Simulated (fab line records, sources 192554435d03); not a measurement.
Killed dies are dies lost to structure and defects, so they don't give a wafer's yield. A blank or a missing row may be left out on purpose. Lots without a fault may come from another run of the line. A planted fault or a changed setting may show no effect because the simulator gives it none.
A struck lot beside a sound one | flow n5_finfet | 15 steps out of a route of 1938
Sound: wafers L684.3, L684.5, L684.6. Struck: wafers L693.4, L693.5, L693.6. The cause comes at the end.
At each step with rows: each side's tool, then ch and its chambers, then its first start. Under that, the readings that differ: sound wafers | struck wafers | difference of the means | sigmas: that difference in standard deviations of wafers without a fault.
alike: readings whose means differ by less than 2 such deviations, and words and numbers that are the same on both sides. not compared: withheld readings, readings that some wafer has no value for, bounds like >300 that may hide the same value, and numbers for which the record gives no deviation and whose values overlap.
The two part at a step that has a row with sigmas, a row that says differs or no value, or rows on one side only. Numbers that don't overlap but have no deviation are shown without sigmas and don't part them. A reading that every wafer of one side lacks parts them only if that side has two wafers or more.

first, 2 steps without rows for these wafers: N5_HKMG_FIN_STRIP_33 (strips in N2/H2); N5_HKMG_FIN_STRIP_34 (strips in CF4).
N5_HKMG_FIN_ETCH_35: etches SOC in N2/H2, target depth 215.8 nm, time 243.4 s.
  sound on rie_diel-06 ch 1,2, day 4 15:11; struck on rie_diel-01 ch 1,2, day 6 22:04
  alike: chamber_pressure_mTorr, drypump_motor_current_A, h2_flow_sccm, n2_flow_sccm, oes_product_au, rf_vpp_V, showerhead_plenum_p_Torr, throttle_valve_pct
  not compared: rf_hours_counter_h
N5_HKMG_FIN_STRIP_92: strips SOC in N2/H2, time 20 s.
  sound on rie_diel-06 ch 1,2, day 4 15:20; struck on rie_diel-01 ch 1,2, day 6 22:13
  alike: chamber_pressure_mTorr, drypump_motor_current_A, h2_flow_sccm, n2_flow_sccm, oes_product_au, rf_vpp_V, showerhead_plenum_p_Torr, throttle_valve_pct
  not compared: rf_hours_counter_h
then, 4 steps without rows for these wafers: N5_HKMG_FIN_WET_ETCH_18 (etches TiN in SC1, time 55 s, target depth 5.2 nm, rinse time 30 s); N5_HKMG_FIN_STRIP_19 (strips in N2/H2, time 360 s); N5_HKMG_FIN_ALD_91 (deposits TiN, target thk 1 nm, pulse time 1 s, purge time 3 s); N5_HKMG_FIN_COAT_85 (time 60 s, resist thk 300 nm).
N5_HKMG_FIN_ETCH_86: etches SOC in N2/H2, stops on TiN, target depth 393.2 nm.
  sound on rie_diel-01 ch 0,1, day 4 16:28; struck on rie_diel-01 ch 0,1,3, day 6 23:05
  alike: chamber_pressure_mTorr, drypump_motor_current_A, h2_flow_sccm, n2_flow_sccm, oes_product_au, rf_vpp_V, showerhead_plenum_p_Torr, throttle_valve_pct
  not compared: rf_hours_counter_h
then, 2 steps without rows for these wafers: N5_HKMG_FIN_STRIP_89 (strips SOC in N2/H2, time 20 s); N5_HKMG_FIN_WET_ETCH_87 (etches TiN in SC1, time 154.2 s, target depth 4.7 nm, rinse time 30 s).
N5_HKMG_FIN_STRIP_88: strips in N2/H2, time 360 s.
  sound on plasma_asher-02 ch 0,1, day 4 17:06; struck on plasma_asher-01 ch 0,1, day 6 23:27
  alike: drypump_motor_current_A, h2_flow_sccm, heater_power_w, n2_flow_sccm
  not compared: rf_hours_counter_h
N5_HKMG_FIN_NWFM_ALD_20: deposits TiAlC, target thk 2 nm, pulse time 3 s, purge time 2 s.
  sound on ald_metal-03 ch 1,2,3, day 4 17:22; struck on ald_metal-03 ch 0,2,3, day 6 23:43
  reading                      | sound    | struck               | difference | sigmas
  co_reactant_pulse_time_s (s) | 10 10 10 | 7.9748 7.9748 7.9748 | -2.0252    |
  alike: heater_power_w, precursor_pulse_height_rel
N5_HKMG_FIN_ALD_71: deposits TiN, target thk 1 nm, pulse time 1 s, purge time 3 s.
  sound on ald_metal-03 ch 1,2,3, day 4 17:28; struck on ald_metal-03 ch 0,2,3, day 6 23:49
  alike: co_reactant_pulse_time_s, heater_power_w, precursor_pulse_height_rel
-- the record jumps here: 3 days lie between the struck wafers' starts before and after (it left off in module HKMG_FIN and takes up again in module BEOL_M4, whose first step shown is number 1111 of the route) --
N5_BEOL_M4_RC_MEAS_101:
  sound on prober-01 ch 0, day 8 02:57; struck on prober-02 ch 0, day 10 00:35
  alike: DIBL_N, DIBL_P, IOFF_N, IOFF_P, ION_N, ION_P, SS_N, SS_P, VT_N, VT_P

WHERE THEY PART
Nowhere in this record.

WHY: what the simulator had put in
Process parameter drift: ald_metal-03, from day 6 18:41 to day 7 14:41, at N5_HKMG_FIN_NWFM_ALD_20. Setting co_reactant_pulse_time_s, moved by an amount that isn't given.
